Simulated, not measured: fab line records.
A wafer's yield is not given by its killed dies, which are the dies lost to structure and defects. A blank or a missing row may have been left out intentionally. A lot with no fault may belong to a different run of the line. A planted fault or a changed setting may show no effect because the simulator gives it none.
fab line records	flow n5_finfet	part 1 of 2: steps 1 to 4 of 6
record: lots: 21	wafers: 63	last_day: 17
route steps=1938 shown BEOL_M0_CUTY@713 BEOL_M0@717 BEOL_M1@767
lots with no fault: from the same line, run without faults
start_h: the number of hours between the record's first day and the start of the first shown wafer of the lot	wait_h: time in hours since the lot's previous step	" identical to the entry in the row above	L1.1+2: one row covering several wafers at once	- no value, or no start given	* or withheld: withheld	< > ~ a bound
route shown NAME@n: NAME is a module with steps in the file, n the number in the route of the first one	usual: mean/standard deviation of fault-free wafers	same: alike in all rows	chamber/n: place in a boat	sites: each site's reading	_std_site: the standard deviation of these	_edge_site: the outer-site mean with the inner-site mean subtracted	radius_mm: for every site, how far away it sits from the centre of the wafer	mask NAME#n: copy n	behind: tool/chamber where the wafer was last shaped	hold: cause of the lot's hold/its duration in hours/its outcome	device: the n, p or np transistor that did not switch	end of line: tests of these same wafers at the route's end	where a step has no rows: the recipe by itself	killed: dies that structure and defects cost at the first sort, which is not the same as the wafer's yield	map: a wafer's dies, marking killed ones x, the rest . and places with no die _
set.NAME: the run value of the setting; set.NAME@STEP: its run value at that earlier step	model.NAME: the simulator's own value behind a step, which no gauge read
one table for each step of the route and one row for each wafer, over a sample of lots
services: from which hour (start_h, from the record's first day; less than 0 if before it) a tool's chamber was out of use, for how many hours, and why
== steps ==
step: N5_BEOL_M0_CUTY_ETCH_63
recipe: chemistry: N2/H2	target: SOC	target_depth_a: 827	overetch_a: 165	mask_material: SiARC	temp_c: 40	ion_energy_ev: 200	time_s: 124	pressure_mtorr: 30	source_w: 840	bias_w: 150	n2_flow_sccm: 200	h2_flow_sccm: 200
usual: drypump_motor_current_A: 5.6/0.39	oes_product_au: 0.65/0.064	rf_vpp_V: 523.8/2.3	showerhead_plenum_p_Torr: 2.54/0.081	temp_c: 40.02/0.13	throttle_valve_pct: 17.8/0.32
lot.wafer	tool	chamber	start_h	wait_h	drypump_motor_current_A	oes_product_au	rf_hours_counter_h	rf_vpp_V	showerhead_plenum_p_Torr	temp_c	throttle_valve_pct
L074.2	rie_diel-03	2	112.73	0.0	5.9	0.75	13	523.5	2.49	40.09	17.6
L074.4	"	1	"	"	6.7	0.79	6	522.7	2.49	40.22	17.6
L074.5	"	0	"	"	5.5	0.57	-	520.2	2.40	40.16	17.8
L075.1	rie_diel-03	1	122.82	0.0	6.7	0.78	10	521.7	2.49	40.30	17.6
L075.3	"	3	"	"	5.7	0.68	79	527.2	2.69	40.06	17.9
L075.6	"	2	"	"	5.9	0.73	-	521.5	2.48	40.05	17.6
L076.1	rie_diel-05	1	127.55	0.0	5.5	0.62	178	522.0	2.52	39.84	18.1
L076.2	"	3	"	"	5.6	0.61	172	523.7	2.54	40.11	17.9
L076.3	"	2	"	"	6.2	0.58	205	528.1	2.64	39.87	18.1
L077.2	rie_diel-01	2	129.41	0.0	5.8	0.58	207	522.6	2.53	40.26	18.4
L077.3	"	0	"	"	5.1	0.69	51	521.7	2.48	40.11	17.4
L077.6	"	2	"	"	5.8	0.58	-	524.4	2.53	40.12	18.4
L078.2	rie_diel-05	1	137.27	0.0	5.5	0.61	183	524.0	2.52	40.02	18.2
L078.3	"	2	"	"	6.2	0.57	210	525.6	2.64	39.96	18.1
L078.5	"	2	"	"	6.2	0.58	-	525.2	2.64	39.96	18.1
L079.1	rie_diel-01	1	145.87	0.0	5.6	0.75	23	525.3	2.59	40.07	17.5
L079.4	"	0	"	"	5.1	0.68	60	523.2	2.48	40.10	17.4
L079.6	"	0	"	"	5.0	0.69	-	521.6	2.47	39.99	17.4
L080.2	rie_diel-01	1	149.76	0.0	5.6	0.74	24	524.3	2.59	39.95	17.5
L080.3	"	2	"	"	5.8	0.58	218	524.3	2.53	39.97	18.4
L080.6	"	3	"	"	5.2	0.70	-	519.8	2.48	39.91	17.7
L081.2	rie_diel-03	3	153.38	0.0	5.6	0.68	85	526.9	2.69	40.19	17.9
L081.3	"	1	"	"	6.8	0.76	15	522.1	2.48	40.18	17.6
L081.4	"	2	"	"	5.9	0.73	23	522.8	2.48	39.86	17.6
L082.1	rie_diel-01	3	159.89	0.0	5.2	0.70	44	521.9	2.48	40.15	17.8
L082.2	"	0	"	"	5.1	0.68	66	521.1	2.47	40.02	17.4
L082.4	"	1	"	"	5.6	0.73	28	526.3	2.59	39.80	17.5
L083.1	rie_diel-05	1	170.31	0.0	5.5	0.60	196	523.7	2.51	40.22	18.2
L083.3	"	3	"	"	5.6	0.60	190	523.7	2.53	39.95	18.0
L083.6	"	2	"	"	6.1	0.57	-	526.2	2.63	39.82	18.1
L084.1	rie_diel-03	0	177.14	0.0	5.5	0.56	245	519.6	2.40	40.14	17.8
L084.5	"	0	"	"	5.5	0.56	-	518.8	2.40	40.03	17.8
L084.6	"	3	"	"	5.6	0.68	-	528.4	2.68	40.06	17.9
L085.4	rie_diel-03	1	181.74	0.0	6.8	0.75	26	522.9	2.48	39.90	17.6
L085.5	"	0	"	"	5.5	0.56	-	519.7	2.40	40.16	17.8
L085.6	"	3	"	"	5.7	0.68	-	525.9	2.68	39.83	17.9
L086.1	rie_diel-01	0	194.58	0.0	5.1	0.66	77	522.4	2.47	39.81	17.5
L086.3	"	2	"	"	5.8	0.57	233	521.9	2.52	39.96	18.4
L086.4	"	1	"	"	5.6	0.72	39	524.4	2.59	40.06	17.5
L088.1	rie_diel-03	2	197.72	0.0	5.9	0.70	41	521.5	2.48	39.83	17.7
L088.2	"	1	"	"	6.7	0.74	32	523.3	2.48	40.00	17.6
L088.6	"	1	"	"	6.7	0.73	-	522.6	2.48	40.05	17.6
L090.3	rie_diel-05	3	212.45	0.0	5.6	0.59	203	523.6	2.52	40.03	18.0
L090.4	"	1	"	"	5.5	0.59	209	523.8	2.51	40.27	18.2
L090.6	"	3	"	"	5.6	0.59	-	522.8	2.52	40.03	18.0
L091.1	rie_diel-05	3	218.20	0.0	5.6	0.59	205	522.8	2.52	39.99	18.0
L091.3	"	1	"	"	5.5	0.60	210	522.4	2.51	40.07	18.2
L091.5	"	0	"	"	5.5	0.66	-	527.2	2.67	39.99	17.4
L092.1	rie_diel-01	1	223.14	0.0	5.6	0.70	48	526.2	2.58	39.87	17.5
L092.2	"	2	"	"	5.8	0.57	243	523.4	2.52	39.83	18.4
L092.6	"	2	"	"	5.8	0.56	-	521.6	2.52	39.88	18.4
L094.1	rie_diel-05	0	235.27	0.0	5.5	0.65	85	527.9	2.67	39.95	17.4
L094.5	"	2	"	"	6.2	0.56	-	524.5	2.62	40.09	18.2
L094.6	"	1	"	"	5.5	0.59	-	523.0	2.51	40.09	18.2
L096.1	rie_diel-05	0	243.48	0.0	5.6	0.65	88	527.8	2.67	39.88	17.4
L096.2	"	3	"	"	5.6	0.58	214	523.2	2.52	40.17	18.0
L096.5	"	1	"	"	5.5	0.59	-	524.3	2.50	40.21	18.2
L095.2	rie_diel-01	1	246.55	0.0	5.6	0.70	57	525.8	2.58	40.08	17.5
L095.3	"	0	"	"	5.1	0.65	95	521.8	2.46	39.87	17.5
L095.5	"	0	"	"	5.1	0.65	-	520.2	2.46	39.72	17.5
L097.2	rie_diel-05	0	249.52	0.0	5.6	0.66	91	526.7	2.66	40.35	17.4
L097.3	"	2	"	"	6.2	0.56	248	525.9	2.62	39.83	18.2
L097.6	"	3	"	"	5.6	0.58	-	522.6	2.52	40.02	18.0
step: N5_BEOL_M0_STRIP_140
recipe: chemistry: CF4	resist: SiARC	power_w: 300	bias_power_w: 75	pressure_mtorr: 50	cf4_flow_sccm: 150	rf_frequency_hz: 6e+07
usual: drypump_motor_current_A: 5.6/0.41	oes_product_au: 0.78/0.074	rf_vpp_V: 271.2/1.4	showerhead_plenum_p_Torr: 1.80/0.044	throttle_valve_pct: 13.6/0.33
lot.wafer	tool	chamber	start_h	wait_h	drypump_motor_current_A	oes_product_au	rf_hours_counter_h	rf_vpp_V	showerhead_plenum_p_Torr	throttle_valve_pct
L074.2	rie_diel-01	2	114.18	0.1	5.8	0.72	202	269.0	1.78	14.0
L074.4	"	3	"	"	5.2	0.87	-	269.7	1.74	13.4
L074.5	"	2	"	"	5.8	0.70	-	269.9	1.78	14.0
L075.1	rie_diel-01	2	124.92	0.1	5.8	0.71	205	271.9	1.78	14.0
L075.3	"	0	"	"	5.1	0.83	49	270.8	1.77	13.3
L075.6	"	1	"	"	5.6	0.92	-	272.3	1.83	13.1
L076.1	rie_diel-05	1	129.57	0.2	5.5	0.74	179	272.8	1.80	14.1
L076.2	"	2	"	"	6.1	0.70	206	270.7	1.83	13.7
L076.3	"	3	"	"	5.6	0.73	173	269.0	1.79	13.6
L077.2	rie_diel-05	2	129.96	0.1	6.2	0.70	206	271.8	1.83	13.7
L077.3	"	1	"	"	5.5	0.74	179	273.2	1.80	14.0
L077.6	"	3	"	"	5.6	0.73	-	270.9	1.79	13.7
L078.2	rie_diel-05	1	138.62	0.1	5.5	0.74	183	272.5	1.80	14.1
L078.3	"	2	"	"	6.2	0.70	210	272.8	1.83	13.7
L078.5	"	1	"	"	5.5	0.74	-	271.2	1.80	14.1
L079.1	rie_diel-05	1	146.57	0.3	5.5	0.74	186	270.6	1.80	14.1
L079.4	"	0	"	"	5.6	0.83	55	273.2	1.88	13.1
L079.6	"	1	"	"	5.5	0.74	-	271.8	1.80	14.1
L080.2	rie_diel-03	0	150.32	0.1	5.5	0.68	237	269.6	1.70	13.6
L080.3	"	1	"	"	6.7	0.92	14	271.5	1.78	13.4
L080.6	"	1	"	"	6.7	0.92	-	269.7	1.78	13.4
L081.2	rie_diel-05	3	155.73	0.7	5.6	0.73	185	270.3	1.78	13.7
L081.3	"	1	"	"	5.5	0.73	190	269.7	1.80	14.1
L081.4	"	2	"	"	6.2	0.69	217	272.7	1.83	13.7
L082.1	rie_diel-01	1	163.17	0.4	5.6	0.88	28	271.0	1.82	13.2
L082.2	"	3	"	"	5.2	0.84	44	272.4	1.74	13.5
L082.4	"	2	"	"	5.8	0.69	222	270.6	1.78	14.0
L083.1	rie_diel-01	0	170.76	0.1	5.1	0.80	69	271.3	1.76	13.3
L083.3	"	1	"	"	5.6	0.87	31	274.2	1.82	13.2
L083.6	"	2	"	"	5.8	0.69	-	270.4	1.77	14.0
L084.1	rie_diel-05	1	179.75	0.1	5.5	0.73	198	270.4	1.79	14.1
L084.5	"	1	"	"	5.5	0.72	-	273.2	1.79	14.1
L084.6	"	0	"	"	5.5	0.80	-	271.7	1.88	13.1
L085.4	rie_diel-05	0	183.30	0.1	5.5	0.81	68	273.9	1.88	13.2
L085.5	"	3	"	"	5.6	0.72	-	270.0	1.78	13.7
L085.6	"	2	"	"	6.2	0.68	-	274.3	1.82	13.8
L088.1	rie_diel-01	3	199.78	0.2	5.2	0.83	57	270.1	1.73	13.5
L088.2	"	2	"	"	5.8	0.68	234	269.9	1.77	14.1
L088.6	"	0	"	"	5.1	0.79	-	271.0	1.76	13.3
L086.1	rie_diel-03	3	204.92	0.1	5.6	0.81	107	272.4	1.88	13.6
L086.3	"	2	"	"	5.9	0.85	44	271.3	1.76	13.5
L086.4	"	2	"	"	5.9	0.85	-	271.7	1.76	13.4
L090.3	rie_diel-01	1	214.41	0.1	5.6	0.86	45	271.3	1.82	13.2
L090.4	"	0	"	"	5.1	0.79	84	268.4	1.76	13.3
L090.6	"	2	"	"	5.7	0.68	-	269.6	1.77	14.1
L091.1	rie_diel-05	1	218.74	0.3	5.5	0.72	210	271.5	1.79	14.2
L091.3	"	3	"	"	5.6	0.71	205	271.8	1.78	13.7
L091.5	"	1	"	"	5.5	0.72	-	271.5	1.79	14.1
L092.1	rie_diel-01	2	224.52	0.1	5.8	0.68	243	270.6	1.77	14.1
L092.2	"	3	"	"	5.2	0.81	67	268.9	1.73	13.5
L092.6	"	1	"	"	5.5	0.85	-	273.2	1.82	13.2
L094.1	rie_diel-03	2	238.50	0.3	5.9	0.82	58	269.9	1.75	13.5
L094.5	"	1	"	"	6.8	0.86	-	270.0	1.77	13.5
L094.6	"	2	"	"	5.9	0.83	-	269.9	1.75	13.5
L096.1	rie_diel-01	0	244.56	0.1	5.1	0.78	94	270.4	1.75	13.4
L096.2	"	3	"	"	5.2	0.81	74	271.1	1.73	13.5
L096.5	"	3	"	"	5.2	0.81	-	270.3	1.73	13.5
L095.2	rie_diel-03	2	247.04	0.2	5.9	0.82	61	271.1	1.75	13.5
L095.3	"	3	"	"	5.6	0.79	125	273.2	1.87	13.6
L095.5	"	1	"	"	6.7	0.85	-	271.5	1.77	13.5
L097.2	rie_diel-05	0	252.59	0.1	5.5	0.78	92	271.2	1.87	13.2
L097.3	"	3	"	"	5.6	0.70	218	271.2	1.77	13.7
L097.6	"	3	"	"	5.6	0.71	-	272.3	1.78	13.7
step: N5_BEOL_M0_TRENCH_ETCH_107
recipe: chemistry: C4F6/O2	target_depth_a: 328	target: SiOC	time_s: 16.4	ion_energy_ev: 250	pressure_mtorr: 30	source_w: 355	bias_w: 185	Ar_flow_sccm: 300	C4F6_flow_sccm: 10	O2_flow_sccm: 10
usual: O2_flow_sccm: 10.00/0.031	drypump_motor_current_A: 5.6/0.41	oes_o_777_au: 0.79/0.086	oes_product_au: 0.80/0.083	rf_vpp_V: 670/10	showerhead_plenum_p_Torr: 2.84/0.077	throttle_valve_pct: 20.8/0.31
lot.wafer	tool	chamber	start_h	wait_h	O2_flow_sccm	drypump_motor_current_A	oes_o_777_au	oes_product_au	rf_hours_counter_h	rf_vpp_V	showerhead_plenum_p_Torr	throttle_valve_pct
L074.2	rie_diel-03	0	114.37	0.0	10.07	5.5	0.70	0.68	230	661	2.70	20.7
L074.4	"	3	"	"	10.04	5.6	0.83	0.85	76	677	2.99	20.8
L074.5	"	3	"	"	10.01	5.7	0.83	0.85	-	677	2.99	20.8
L075.1	rie_diel-03	0	125.19	0.0	10.01	5.5	0.70	0.68	234	661	2.70	20.7
L075.3	"	1	"	"	9.96	6.8	0.98	0.97	11	684	2.77	20.6
L075.6	"	3	"	"	9.99	5.6	0.82	0.85	-	676	2.99	20.8
L076.1	rie_diel-05	3	129.78	0.0	10.01	5.6	0.75	0.74	173	651	2.86	21.0
L076.2	"	1	"	"	10.00	5.5	0.73	0.75	179	664	2.85	21.3
L076.3	"	2	"	"	9.96	6.2	0.68	0.70	206	670	2.93	21.0
L077.2	rie_diel-05	2	130.56	0.0	10.00	6.2	0.68	0.69	206	668	2.93	21.0
L077.3	"	3	"	"	10.07	5.6	0.75	0.74	173	653	2.86	21.0
L077.6	"	2	"	"	10.03	6.2	0.68	0.70	-	667	2.93	21.0
L078.2	rie_diel-01	2	139.27	0.0	10.08	5.8	0.70	0.71	212	667	2.80	21.2
L078.3	"	0	"	"	10.01	5.1	0.85	0.85	55	673	2.78	20.5
L078.5	"	1	"	"	9.97	5.5	0.95	0.94	-	663	2.89	20.4
L079.1	rie_diel-01	0	146.76	0.0	10.03	5.1	0.84	0.84	60	671	2.78	20.5
L079.4	"	2	"	"	10.02	5.8	0.69	0.71	217	667	2.80	21.2
L079.6	"	3	"	"	10.00	5.2	0.85	0.88	-	680	2.79	20.9
L080.2	rie_diel-01	2	150.51	0.0	10.00	5.8	0.70	0.70	218	668	2.80	21.2
L080.3	"	1	"	"	10.01	5.6	0.93	0.93	24	664	2.89	20.4
L080.6	"	2	"	"	9.98	5.8	0.70	0.70	-	667	2.80	21.2
L081.2	rie_diel-01	1	156.67	0.0	9.97	5.5	0.93	0.92	27	664	2.89	20.4
L081.3	"	3	"	"	10.05	5.2	0.84	0.86	43	678	2.79	20.9
L081.4	"	2	"	"	10.00	5.8	0.69	0.71	221	666	2.80	21.2
L082.1	rie_diel-03	1	163.35	0.0	10.00	6.7	0.95	0.94	18	683	2.77	20.6
L082.2	"	0	"	"	10.00	5.5	0.69	0.68	242	660	2.69	20.7
L082.4	"	3	"	"	10.01	5.6	0.81	0.84	89	677	2.99	20.9
L083.1	rie_diel-05	3	171.47	0.0	10.00	5.6	0.74	0.72	190	653	2.85	21.1
L083.3	"	0	"	"	10.01	5.5	0.82	0.82	64	677	2.97	20.3
L083.6	"	0	"	"	10.03	5.5	0.81	0.82	-	677	2.97	20.3
L084.1	rie_diel-01	0	180.26	0.0	10.00	5.1	0.83	0.84	72	672	2.78	20.5
L084.5	"	2	"	"	10.02	5.7	0.69	0.70	-	666	2.79	21.2
L084.6	"	3	"	"	9.98	5.2	0.84	0.86	-	679	2.78	20.9
L085.4	rie_diel-05	0	183.86	0.0	9.96	5.6	0.81	0.81	68	679	2.97	20.4
L085.5	"	3	"	"	10.00	5.6	0.73	0.72	-	651	2.85	21.1
L085.6	"	0	"	"	9.94	5.6	0.81	0.80	-	678	2.97	20.4
L088.1	rie_diel-03	1	200.00	0.0	9.99	6.7	0.92	0.91	34	683	2.76	20.6
L088.2	"	3	"	"	9.98	5.6	0.80	0.81	105	676	2.98	20.9
L088.6	"	2	"	"	10.03	5.9	0.85	0.87	-	687	2.78	20.8
L086.1	rie_diel-05	1	205.23	0.0	9.98	5.5	0.71	0.73	207	663	2.84	21.4
L086.3	"	0	"	"	9.99	5.5	0.81	0.81	75	678	2.97	20.4
L086.4	"	3	"	"	9.96	5.6	0.73	0.72	201	651	2.85	21.1
L090.3	rie_diel-01	2	214.59	0.0	10.04	5.8	0.68	0.70	240	667	2.79	21.2
L090.4	"	0	"	"	9.97	5.1	0.80	0.81	84	670	2.77	20.6
L090.6	"	3	"	"	10.09	5.2	0.81	0.84	-	681	2.78	20.9
L091.1	rie_diel-03	2	218.98	0.0	10.01	5.9	0.83	0.87	50	688	2.77	20.8
L091.3	"	1	"	"	10.03	6.7	0.90	0.89	42	684	2.76	20.6
L091.5	"	2	"	"	9.99	6.0	0.83	0.86	-	686	2.77	20.8
L092.1	rie_diel-01	0	224.74	0.0	10.04	5.1	0.81	0.82	87	672	2.77	20.6
L092.2	"	2	"	"	9.95	5.8	0.68	0.69	244	666	2.79	21.2
L092.6	"	2	"	"	9.97	5.7	0.68	0.69	-	666	2.79	21.2
L094.1	rie_diel-05	0	238.68	0.0	9.99	5.5	0.79	0.79	86	676	2.96	20.4
L094.5	"	1	"	"	10.01	5.5	0.70	0.73	-	662	2.83	21.4
L094.6	"	0	"	"	9.99	5.5	0.80	0.79	-	677	2.96	20.4
L096.1	rie_diel-05	1	244.75	0.0	9.98	5.5	0.70	0.72	219	663	2.83	21.4
L096.2	"	0	"	"	10.00	5.5	0.79	0.79	88	677	2.96	20.4
L096.5	"	3	"	"	9.94	5.6	0.72	0.72	-	651	2.84	21.1
L095.2	rie_diel-01	3	247.86	0.0	10.00	5.2	0.81	0.84	76	679	2.77	20.9
L095.3	"	0	"	"	9.95	5.1	0.80	0.80	96	671	2.76	20.6
L095.5	"	0	"	"	10.04	5.1	0.80	0.81	-	672	2.76	20.6
L097.2	rie_diel-05	3	253.20	0.0	9.95	5.6	0.72	0.71	218	652	2.84	21.1
L097.3	"	2	"	"	10.02	6.2	0.65	0.67	250	667	2.91	21.0
L097.6	"	3	"	"	9.97	5.6	0.72	0.71	-	652	2.84	21.1
step: N5_BEOL_M0_SURFACE_TREAT_137
recipe: gas: Ar	time_s: *	ion_energy_ev: *	ion_current_ma_cm2: 0.5	pressure_mtorr: *	ar_flow_sccm: 30
usual: throttle_valve_pct: *
lot.wafer	tool	chamber	start_h	wait_h	throttle_valve_pct
L074.2	pvd_sputter-03	-	115.76	0.3	*
L074.4	"	-	"	"	*
L074.5	"	-	"	"	*
L075.1	pvd_sputter-03	-	126.76	0.4	*
L075.3	"	-	"	"	*
L075.6	"	-	"	"	*
L076.1	pvd_sputter-01	-	131.22	0.2	*
L076.2	"	-	"	"	*
L076.3	"	-	"	"	*
L077.2	pvd_sputter-02	-	132.18	0.6	*
L077.3	"	-	"	"	*
L077.6	"	-	"	"	*
L078.2	pvd_sputter-02	-	143.12	0.1	*
L078.3	"	-	"	"	*
L078.5	"	-	"	"	*
L079.1	pvd_sputter-01	-	147.48	0.1	*
L079.4	"	-	"	"	*
L079.6	"	-	"	"	*
L080.2	pvd_sputter-01	-	152.63	0.3	*
L080.3	"	-	"	"	*
L080.6	"	-	"	"	*
L081.2	pvd_sputter-02	-	158.95	0.2	*
L081.3	"	-	"	"	*
L081.4	"	-	"	"	*
L082.1	pvd_sputter-01	-	165.00	0.2	*
L082.2	"	-	"	"	*
L082.4	"	-	"	"	*
L083.1	pvd_sputter-03	-	173.97	0.2	*
L083.3	"	-	"	"	*
L083.6	"	-	"	"	*
L084.1	pvd_sputter-02	-	183.94	0.2	*
L084.5	"	-	"	"	*
L084.6	"	-	"	"	*
L085.4	pvd_sputter-02	-	184.60	0.1	*
L085.5	"	-	"	"	*
L085.6	"	-	"	"	*
L088.1	pvd_sputter-03	-	202.81	0.3	*
L088.2	"	-	"	"	*
L088.6	"	-	"	"	*
L086.1	pvd_sputter-02	-	206.66	0.5	*
L086.3	"	-	"	"	*
L086.4	"	-	"	"	*
L090.3	pvd_sputter-02	-	215.80	0.2	*
L090.4	"	-	"	"	*
L090.6	"	-	"	"	*
L091.1	pvd_sputter-02	-	220.97	0.2	*
L091.3	"	-	"	"	*
L091.5	"	-	"	"	*
L092.1	pvd_sputter-02	-	226.43	0.2	*
L092.2	"	-	"	"	*
L092.6	"	-	"	"	*
L094.1	pvd_sputter-01	-	239.59	0.2	*
L094.5	"	-	"	"	*
L094.6	"	-	"	"	*
L096.1	pvd_sputter-02	-	246.18	0.2	*
L096.2	"	-	"	"	*
L096.5	"	-	"	"	*
L095.2	pvd_sputter-03	-	250.29	0.2	*
L095.3	"	-	"	"	*
L095.5	"	-	"	"	*
L097.2	pvd_sputter-02	-	254.93	0.5	*
L097.3	"	-	"	"	*
L097.6	"	-	"	"	*
